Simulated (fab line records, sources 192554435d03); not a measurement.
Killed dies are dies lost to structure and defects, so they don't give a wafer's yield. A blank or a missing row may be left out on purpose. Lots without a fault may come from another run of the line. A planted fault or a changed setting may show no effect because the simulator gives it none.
Problem report in the 8D (eight disciplines) form, filled by code | flow n5_finfet | the parts of the form that need people (team, actions taken, sign-off) are left out

1. THE PROBLEM
spin_speed_rpm at N5_BEOL_M2_COAT_73 reads a mean of 1272.0 rpm on 6 wafers of 2 lots; wafers without a fault read 1499.9 rpm with a standard deviation of 1.2. That is -99 or more standard deviations from the usual mean.
The step: time 60 s, resist thk 5 nm.
First seen on wafer L175.1, day 9 04:31, on litho_track-01. The record holds 27 wafers of 9 lots with a number at this step. Rule for "out", or "out of limits": more than 4 standard deviations from the usual mean. The other wafers with a number count as sound.

2. WHAT IT IS AND WHAT IT IS NOT
question                    | is                     | is not
which readings at this step | spin_speed_rpm         | -
which lots                  | L175, L181             | L164, L165, L172, L174, L179, L182, L185
which wafers of those lots  | all that have a number | -
read on which tools         | litho_track-01         | litho_track-05
when                        | from day 9 04:31       | up to then (12 sound wafers); but 9 sound wafers of L179, L182, L185 came after

3. SUSPECTS, AND WHAT RULES EACH OUT
Counting: a tool at a process step up to the reading stays a suspect if it ran every lot that is out and no sound lot after the first of them.
- litho_track-01 at N5_BEOL_M2_COAT_73 (time 60 s, resist thk 5 nm): kept. It ran every lot that is out, first L175 (day 9 04:31), and no sound lot after that; its last sound lot up to then is L172 (day 9 03:04). Its own readings are out on those wafers: spin_speed_rpm.
Left after counting: litho_track-01 at N5_BEOL_M2_COAT_73.

4. THE CAUSE (what the simulator had put in)
Process parameter drift: litho_track-01, from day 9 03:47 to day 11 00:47, at N5_BEOL_M2_COAT_73. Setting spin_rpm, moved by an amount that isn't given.
Counting left only this tool.

5. THE CHAIN OF EFFECTS, in route order
Each row: a reading whose mean over the struck wafers that have a number lies more than 3 standard deviations from the usual. Only readings for which the record gives a usual standard deviation are gone through. hours: the time from each lot's start at the first step in this table that gives one to its start at this step, as a median over the lots. sigmas: the change in usual standard deviations.
hours | step               | reading           | usual      | on struck wafers | change | sigmas
0     | N5_BEOL_M2_COAT_73 | spin_speed_rpm    | 1499.9 rpm | 1272.0           | -227.9 | -99 or more
1     | N5_BEOL_M2_ETCH_74 | etch_rf_on_time_s | 5.17 s     | 5.59             | +0.42  | +5.8
The process steps in it:
- N5_BEOL_M2_COAT_73: time 60 s, resist thk 5 nm.
- N5_BEOL_M2_ETCH_74: etches underlayer in N2/H2, target depth 6.5 nm, time 5.2 s.
Later measuring or inspecting steps at which every struck wafer that the step has a row for has a number for every such reading, and none has moved that far: N5_BEOL_M2_CD_MEAS_11, N5_BEOL_M4_RC_MEAS_101.

6. WHAT WOULD HAVE CAUGHT IT SOONER
In this record the first reading out of limits was taken at day 9 04:31, 1 hour after the fault began at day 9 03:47.
